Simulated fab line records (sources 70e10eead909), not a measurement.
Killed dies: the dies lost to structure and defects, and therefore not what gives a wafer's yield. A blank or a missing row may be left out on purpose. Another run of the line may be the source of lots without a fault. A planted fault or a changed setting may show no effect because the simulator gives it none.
Which of the tools did it?	flow nand-harc	23 lots with 69 wafers sampled at 6 steps, on a route of 1302 steps

## WHAT THE GAUGES SHOWED, per wafer
The record holds no reading of a measuring or inspecting step that can be judged against a usual standard deviation.

## EACH LOT AND THE TOOL THAT RAN IT (in order: tool; ch and the chambers of the sampled wafers; start)
lot	NHARC_A_STAIRCASE_ETCH_225	NHARC_A_STAIRCASE_TRIM_235	NHARC_A_STAIRCASE_STRIP_238	NHARC_A_STAIRCASE_ETCH_451	NHARC_A_STAIRCASE_ETCH_294	NHARC_A_STAIRCASE_ETCH_453
L075	rie-diel-04 ch 0,2,3, day 16 11:13 or earlier	rie-diel-06 ch 0,1,3, day 16 11:13 or earlier	plasma-asher-01 ch 0,1, day 16 11:13	rie-diel-06 ch 1,2, no start	rie-diel-04 ch 2,3, no start	rie-diel-06 ch 1,3, no start
L074	rie-diel-01 ch 1,3, day 16 11:48 or earlier	rie-diel-04 ch 0,1, day 16 11:48 or earlier	plasma-asher-01 ch 0,1, day 16 11:48	rie-diel-06 ch 0,2,3, no start	rie-diel-06 ch 0,3, no start	rie-diel-01 ch 0,2, no start
L076	rie-diel-01 ch 0,1,2, day 17 17:08 or earlier	rie-diel-04 ch 1,2,3, day 17 17:08 or earlier	plasma-asher-02 ch 0,1, day 17 17:08	rie-diel-04 ch 0,1,2, no start	rie-diel-06 ch 1,2,3, no start	rie-diel-01 ch 0,1,2, no start
L078	rie-diel-04 ch 0,1,2, day 17 22:54 or earlier	rie-diel-06 ch 0,2,3, day 17 22:54 or earlier	plasma-asher-02 ch 0,1, day 17 22:54	rie-diel-04 ch 0,1, no start	rie-diel-01 ch 1,2, no start	rie-diel-04 ch 1,2,3, no start
L077	rie-diel-01 ch 1,2,3, day 18 01:34 or earlier	rie-diel-01 ch 0,2, day 18 01:34 or earlier	plasma-asher-01 ch 0,1, day 18 01:34	rie-diel-01 ch 0,1,3, no start	rie-diel-04 ch 0,2, no start	rie-diel-04 ch 0,2, no start
L081	rie-diel-06 ch 0,2, day 18 13:05 or earlier	rie-diel-06 ch 1,3, day 18 13:05 or earlier	plasma-asher-02 ch 0,1, day 18 13:05	rie-diel-06 ch 2,3, no start	rie-diel-01 ch 1,2, no start	rie-diel-01 ch 0,2, no start
L079	rie-diel-06 ch 0,3, day 18 16:25 or earlier	rie-diel-04 ch 1,2,3, day 18 16:25	plasma-asher-02 ch 0,1, day 18 16:44	rie-diel-04 ch 0,1,2, no start	rie-diel-01 ch 0,3, no start	rie-diel-04 ch 0,1,2, no start
L080	rie-diel-01 ch 0,2, day 18 18:19 or earlier	rie-diel-06 ch 1,3, day 18 18:19 or earlier	plasma-asher-01 ch 0,1, day 18 18:19	rie-diel-06 ch 1,2,3, no start	rie-diel-01 ch 0,1,3, no start	rie-diel-06 ch 2,3, no start
L082	rie-diel-04 ch 0,1,2, day 19 08:31 or earlier	rie-diel-04 ch 0,1, day 19 08:31 or earlier	plasma-asher-02 ch 0,1, day 19 08:31	rie-diel-01 ch 0,1,2, no start	rie-diel-04 ch 0,2, no start	rie-diel-04 ch 0,2,3, no start
L083	rie-diel-01 ch 1,2,3, day 20 01:04 or earlier	rie-diel-04 ch 1,2,3, day 20 01:04 or earlier	plasma-asher-02 ch 0,1, day 20 01:04	rie-diel-01 ch 0,2, no start	rie-diel-04 ch 0,1,2, no start	rie-diel-04 ch 0,1,2, no start
L084	rie-diel-01 ch 1,2,3, day 20 15:34 or earlier	rie-diel-06 ch 0,1,2, day 20 15:34 or earlier	plasma-asher-02 ch 0,1, day 20 15:34	rie-diel-01 ch 0,2, no start	rie-diel-06 ch 2,3, no start	rie-diel-06 ch 0,1,2, no start
L085	rie-diel-01 ch 1,2, day 20 20:32 or earlier	rie-diel-01 ch 1,2,3, day 20 20:32 or earlier	plasma-asher-02 ch 0,1, day 20 20:32	rie-diel-01 ch 0,3, no start	rie-diel-01 ch 0,1,2, no start	rie-diel-01 ch 1,3, no start
L086	rie-diel-01 ch 1,3, day 20 20:53 or earlier	rie-diel-01 ch 0,1,3, day 20 20:53 or earlier	plasma-asher-01 ch 0,1, day 20 20:53	rie-diel-04 ch 1,2, no start	rie-diel-04 ch 0,2,3, no start	rie-diel-01 ch 0,3, no start
L088	rie-diel-01 ch 1,2,3, day 22 01:09 or earlier	rie-diel-06 ch 0,2,3, day 22 01:09 or earlier	plasma-asher-01 ch 0,1, day 22 01:09	rie-diel-06 ch 0,1,2, no start	rie-diel-06 ch 0,3, no start	rie-diel-04 ch 0,2,3, no start
L089	rie-diel-04 ch 0,1,3, day 22 04:41 or earlier	rie-diel-01 ch 0,1,3, day 22 04:41 or earlier	plasma-asher-01 ch 0,1, day 22 04:41	rie-diel-06 ch 0,1,3, no start	rie-diel-04 ch 0,2,3, no start	rie-diel-04 ch 0,1,3, no start
L087	rie-diel-04 ch 1,3, day 22 05:26 or earlier	rie-diel-06 ch 0,2,3, day 22 05:26 or earlier	plasma-asher-02 ch 0,1, day 22 05:26	rie-diel-04 ch 0,2,3, no start	rie-diel-01 ch 0,1,3, no start	rie-diel-06 ch 0,2,3, no start
L090	rie-diel-01 ch 0,1,3, day 22 15:43 or earlier	rie-diel-01 ch 0,2,3, day 22 15:43 or earlier	plasma-asher-02 ch 0,1, day 22 15:43	rie-diel-01 ch 0,2,3, no start	rie-diel-01 ch 0,1,2, no start	rie-diel-01 ch 0,2,3, no start
L091	rie-diel-06 ch 0,1,2, day 22 22:31 or earlier	rie-diel-06 ch 0,1, day 22 22:31 or earlier	plasma-asher-02 ch 0,1, day 22 22:31	rie-diel-04 ch 0,1,3, no start	rie-diel-01 ch 0,2,3, no start	rie-diel-01 ch 0,1,3, no start
L092	rie-diel-04 ch 0,1,2, day 23 22:38 or earlier	rie-diel-04 ch 2,3, day 23 22:38 or earlier	plasma-asher-02 ch 0,1, day 23 22:38	rie-diel-04 ch 0,1,2, no start	rie-diel-01 ch 0,2,3, no start	rie-diel-04 ch 0,2,3, no start
L093	rie-diel-04 ch 1,2, day 23 23:24 or earlier	rie-diel-01 ch 1,2,3, day 23 23:24 or earlier	plasma-asher-01 ch 0,1, day 23 23:24	rie-diel-06 ch 1,2, no start	rie-diel-04 ch 0,1, no start	rie-diel-01 ch 0,3, no start
L094	rie-diel-01 ch 1,3, day 24 20:37 or earlier	rie-diel-04 ch 0,2,3, day 24 20:37 or earlier	plasma-asher-01 ch 0,1, day 24 20:37	rie-diel-04 ch 0,2, no start	rie-diel-04 ch 0,2,3, no start	rie-diel-04 ch 0,2,3, no start
L096	rie-diel-04 ch 0,2,3, day 25 06:11 or earlier	rie-diel-04 ch 0,1,2, day 25 06:11 or earlier	plasma-asher-02 ch 0,1, day 25 06:11	rie-diel-01 ch 0,2,3, no start	rie-diel-04 ch 0,1,3, no start	rie-diel-04 ch 0,2,3, no start
L095	rie-diel-04 ch 0,2,3, day 25 16:28 or earlier	rie-diel-06 ch 0,2,3, day 25 16:28 or earlier	plasma-asher-02 ch 0, day 25 16:28	rie-diel-06 ch 0,2,3, no start	rie-diel-06 ch 1,2,3, no start	rie-diel-06 ch 1,2,3, no start
- NHARC_A_STAIRCASE_ETCH_225: etches the open film in C4F8/O2, target depth 100 nm, time 40.5 s.
- NHARC_A_STAIRCASE_TRIM_235: chemistry O2, time 211.2 s.
- NHARC_A_STAIRCASE_STRIP_238: strips in O2.
- NHARC_A_STAIRCASE_ETCH_451: etches the open film in CF4/O2, target depth 30 nm, overetch 3 nm, time 16.5 s.
- NHARC_A_STAIRCASE_ETCH_294: etches the open film in C4F8/O2/Ar, target depth 4989 nm, time 1211.6 s.
- NHARC_A_STAIRCASE_ETCH_453: etches the open film in CF4/O2, target depth 30 nm, overetch 3 nm, time 16.5 s.

## WHAT THE TOOLS THEMSELVES READ (means of the sampled wafers that have a number; where no wafer has one, the mark that the record gives instead)
NHARC_A_STAIRCASE_ETCH_225. Usual: oes-product-au 0.934 a.u., standard deviation 0.012; rf-vpp-V 895 V, standard deviation 6.1.
lot	tool	oes-product-au (a.u.)	rf-vpp-V (V)	flag
L075	rie-diel-04	0.944	895	
L074	rie-diel-01	0.930	896	
L076	rie-diel-01	0.935	895	
L078	rie-diel-04	0.944	896	
L077	rie-diel-01	0.929	893	
L081	rie-diel-06	0.918	901	
L079	rie-diel-06	0.941	900	
L080	rie-diel-01	0.945	893	
L082	rie-diel-04	0.940	896	
L083	rie-diel-01	0.936	894	
L084	rie-diel-01	0.943	894	
L085	rie-diel-01	0.928	893	
L086	rie-diel-01	0.939	892	
L088	rie-diel-01	0.936	893	
L089	rie-diel-04	0.932	890	
L087	rie-diel-04	0.924	886	
L090	rie-diel-01	0.936	893	
L091	rie-diel-06	0.943	903	
L092	rie-diel-04	0.930	895	
L093	rie-diel-04	0.922	892	
L094	rie-diel-01	0.928	891	
L096	rie-diel-04	0.940	900	
L095	rie-diel-04	0.932	901	

NHARC_A_STAIRCASE_TRIM_235. Usual: drypump-motor-current-A 5.8 A, standard deviation 0.47; oes-product-au 0.993 a.u., standard deviation 0.012; rf-vpp-V 57.8 V, standard deviation 0.99; showerhead-plenum-p-Torr 3.56 Torr, standard deviation 0.18; throttle-valve-pct 17.036 %, standard deviation 0.009.
lot	tool	drypump-motor-current-A (A)	oes-product-au (a.u.)	rf-vpp-V (V)	showerhead-plenum-p-Torr (Torr)	throttle-valve-pct (%)	flag
L075	rie-diel-06	6.2	0.986	57.7	3.68	17.031	
L074	rie-diel-04	5.7	0.994	57.8	3.37	17.032	
L076	rie-diel-04	6.0	0.997	58.0	3.47	17.040	
L078	rie-diel-06	5.7	0.989	58.7	3.68	17.038	
L077	rie-diel-01	5.5	0.991	57.2	3.43	17.040	
L081	rie-diel-06	6.3	1.000	58.0	3.66	17.035	
L079	rie-diel-04	5.9	0.988	57.7	3.47	17.043	
L080	rie-diel-06	6.5	0.985	58.5	3.71	17.033	
L082	rie-diel-04	5.7	0.991	57.5	3.40	17.034	
L083	rie-diel-04	6.0	0.986	57.5	3.46	17.041	
L084	rie-diel-06	6.0	0.989	58.7	3.72	17.036	
L085	rie-diel-01	5.8	0.991	57.0	3.44	17.034	
L086	rie-diel-01	5.6	0.992	57.7	3.48	17.022	
L088	rie-diel-06	5.7	1.004	57.7	3.67	17.031	
L089	rie-diel-01	5.6	0.986	56.6	3.47	17.033	
L087	rie-diel-06	5.7	1.010	58.2	3.67	17.031	
L090	rie-diel-01	5.3	0.990	57.3	3.39	17.036	
L091	rie-diel-06	6.1	0.994	57.5	3.65	17.027	
L092	rie-diel-04	6.1	0.995	58.0	3.80	17.034	
L093	rie-diel-01	5.8	0.991	57.7	3.43	17.030	
L094	rie-diel-04	6.0	0.998	57.5	3.66	17.041	
L096	rie-diel-04	5.8	0.990	58.7	3.50	17.037	
L095	rie-diel-06	5.7	0.999	57.4	3.65	17.034	

NHARC_A_STAIRCASE_STRIP_238. Usual: drypump-motor-current-A 5.67 A, standard deviation 0.19; heater-power-w 312 W, standard deviation 25.
lot	tool	drypump-motor-current-A (A)	heater-power-w (W)	flag
L075	plasma-asher-01	5.61	314	
L074	plasma-asher-01	5.59	315	
L076	plasma-asher-02	5.64	294	
L078	plasma-asher-02	5.79	309	
L077	plasma-asher-01	5.64	302	
L081	plasma-asher-02	5.63	298	
L079	plasma-asher-02	5.64	301	
L080	plasma-asher-01	5.63	317	
L082	plasma-asher-02	5.61	314	
L083	plasma-asher-02	5.63	310	
L084	plasma-asher-02	5.78	322	
L085	plasma-asher-02	5.63	309	
L086	plasma-asher-01	5.62	316	
L088	plasma-asher-01	5.62	320	
L089	plasma-asher-01	5.61	299	
L087	plasma-asher-02	5.61	316	
L090	plasma-asher-02	5.79	329	
L091	plasma-asher-02	5.81	325	
L092	plasma-asher-02	5.66	311	
L093	plasma-asher-01	5.62	303	
L094	plasma-asher-01	5.63	298	
L096	plasma-asher-02	5.61	309	
L095	plasma-asher-02	5.47	300	

NHARC_A_STAIRCASE_ETCH_451. Usual: cf4-flow-sccm 80.03 sccm, standard deviation 0.22; drypump-motor-current-A 5.8 A, standard deviation 0.47; oes-product-au 0.992 a.u., standard deviation 0.012; rf-vpp-V 197.9 V, standard deviation 1.7; showerhead-plenum-p-Torr 1.34 Torr, standard deviation 0.071; throttle-valve-pct 13.397 %, standard deviation 0.0091.
lot	tool	cf4-flow-sccm (sccm)	drypump-motor-current-A (A)	oes-product-au (a.u.)	rf-vpp-V (V)	showerhead-plenum-p-Torr (Torr)	throttle-valve-pct (%)	flag
L075	rie-diel-06	80.05	6.3	0.973	200.2	1.43	13.396	
L074	rie-diel-06	79.89	5.7	0.983	199.3	1.40	13.400	
L076	rie-diel-04	80.03	5.8	0.983	197.0	1.33	13.402	
L078	rie-diel-04	80.13	5.7	0.984	197.4	1.28	13.394	
L077	rie-diel-01	80.11	5.5	0.988	197.0	1.32	13.390	
L081	rie-diel-06	80.08	5.5	0.986	200.2	1.42	13.391	
L079	rie-diel-04	80.16	5.8	0.996	197.4	1.33	13.406	
L080	rie-diel-06	80.16	6.0	0.984	199.4	1.41	13.391	
L082	rie-diel-01	80.21	5.7	0.996	197.3	1.32	13.396	
L083	rie-diel-01	80.02	5.5	1.000	197.1	1.29	13.394	
L084	rie-diel-01	79.92	5.5	0.999	196.9	1.29	13.395	
L085	rie-diel-01	80.03	5.1	0.998	196.8	1.28	13.391	
L086	rie-diel-04	79.89	5.9	0.993	198.4	1.38	13.398	
L088	rie-diel-06	79.90	5.9	1.002	199.1	1.41	13.400	
L089	rie-diel-06	80.06	6.2	0.995	198.4	1.38	13.407	
L087	rie-diel-04	79.88	5.9	0.989	197.4	1.32	13.394	
L090	rie-diel-01	80.11	5.3	1.001	197.4	1.28	13.398	
L091	rie-diel-04	79.97	5.9	0.998	195.9	1.26	13.399	
L092	rie-diel-04	80.06	5.8	0.997	196.8	1.32	13.402	
L093	rie-diel-06	80.04	5.8	0.986	199.4	1.43	13.393	
L094	rie-diel-04	79.99	5.8	1.003	198.5	1.34	13.396	
L096	rie-diel-01	80.14	5.3	0.991	196.2	1.28	13.400	
L095	rie-diel-06	80.10	5.7	0.995	198.5	1.38	13.394	

NHARC_A_STAIRCASE_ETCH_294. Usual: oes-product-au 0.928 a.u., standard deviation 0.014; rf-vpp-V 1826 V, standard deviation 13.
lot	tool	oes-product-au (a.u.)	rf-vpp-V (V)	flag
L075	rie-diel-04	0.950	1834	
L074	rie-diel-06	0.943	1833	
L076	rie-diel-06	0.936	1841	
L078	rie-diel-01	0.929	1822	
L077	rie-diel-04	0.923	1829	
L081	rie-diel-01	0.922	1829	
L079	rie-diel-01	0.923	1819	
L080	rie-diel-01	0.925	1823	
L082	rie-diel-04	0.939	1828	
L083	rie-diel-04	0.919	1826	
L084	rie-diel-06	0.943	1837	
L085	rie-diel-01	0.918	1824	
L086	rie-diel-04	0.912	1825	
L088	rie-diel-06	0.937	1832	
L089	rie-diel-04	0.919	1824	
L087	rie-diel-01	0.936	1822	
L090	rie-diel-01	0.918	1823	
L091	rie-diel-01	0.929	1817	
L092	rie-diel-01	0.926	1815	
L093	rie-diel-04	0.927	1816	
L094	rie-diel-04	0.934	1836	
L096	rie-diel-04	0.930	1825	
L095	rie-diel-06	0.930	1839	

NHARC_A_STAIRCASE_ETCH_453. Usual: cf4-flow-sccm 80.04 sccm, standard deviation 0.24; drypump-motor-current-A 5.8 A, standard deviation 0.47; oes-product-au 0.993 a.u., standard deviation 0.013; rf-vpp-V 197.8 V, standard deviation 1.9; showerhead-plenum-p-Torr 1.33 Torr, standard deviation 0.073; throttle-valve-pct 13.397 %, standard deviation 0.0091.
lot	tool	cf4-flow-sccm (sccm)	drypump-motor-current-A (A)	oes-product-au (a.u.)	rf-vpp-V (V)	showerhead-plenum-p-Torr (Torr)	throttle-valve-pct (%)	flag
L075	rie-diel-06	79.97	6.5	0.980	198.7	1.41	13.397	
L074	rie-diel-01	80.06	5.5	0.990	197.3	1.29	13.399	
L076	rie-diel-01	79.91	5.7	0.992	197.5	1.32	13.391	
L078	rie-diel-04	80.01	6.0	0.994	196.7	1.31	13.385	
L077	rie-diel-04	80.08	5.8	0.991	198.9	1.39	13.396	
L081	rie-diel-01	80.17	5.3	1.001	197.4	1.31	13.400	
L079	rie-diel-04	80.24	5.8	1.000	197.4	1.33	13.401	
L080	rie-diel-06	79.99	5.8	0.980	199.4	1.39	13.394	
L082	rie-diel-04	80.05	6.0	0.981	198.2	1.33	13.405	
L083	rie-diel-04	80.06	5.8	0.993	196.4	1.33	13.406	
L084	rie-diel-06	79.96	5.9	0.994	199.4	1.41	13.405	
L085	rie-diel-01	79.97	6.0	0.991	197.8	1.33	13.402	
L086	rie-diel-01	79.74	5.1	1.000	196.8	1.28	13.396	
L088	rie-diel-04	79.94	5.9	0.988	197.2	1.32	13.398	
L089	rie-diel-04	80.11	5.9	0.994	194.8	1.26	13.394	
L087	rie-diel-06	80.09	5.7	0.999	199.3	1.39	13.398	
L090	rie-diel-01	79.72	5.3	0.998	196.4	1.28	13.398	
L091	rie-diel-01	80.04	5.5	0.987	197.5	1.31	13.399	
L092	rie-diel-04	80.17	5.9	1.003	198.2	1.39	13.389	
L093	rie-diel-01	79.93	5.2	1.006	196.0	1.27	13.400	
L094	rie-diel-04	80.13	5.9	0.999	200.0	1.39	13.399	
L096	rie-diel-04	80.06	5.9	0.997	199.0	1.39	13.398	
L095	rie-diel-06	79.87	6.0	0.999	200.0	1.40	13.400	

## THE ANSWER, worked out from the rows above alone
Rule: a lot is off if the mean of its wafers that have a number lies more than 3 standard deviations from the usual mean. A lot without any number at a reading at which 4 lots or more have one is off too. Any other lot the step has rows for is counted as sound. First the gauges in route order, then the tools' own readings, where a lot's mean is used as printed above. The first step at which some lot is off is used, and at that step the reading that is off furthest; a lot without a number counts as furthest.
No lot is off at any reading shown: from this, nothing can be told.

## WHAT THE SIMULATOR HAD INSERTED
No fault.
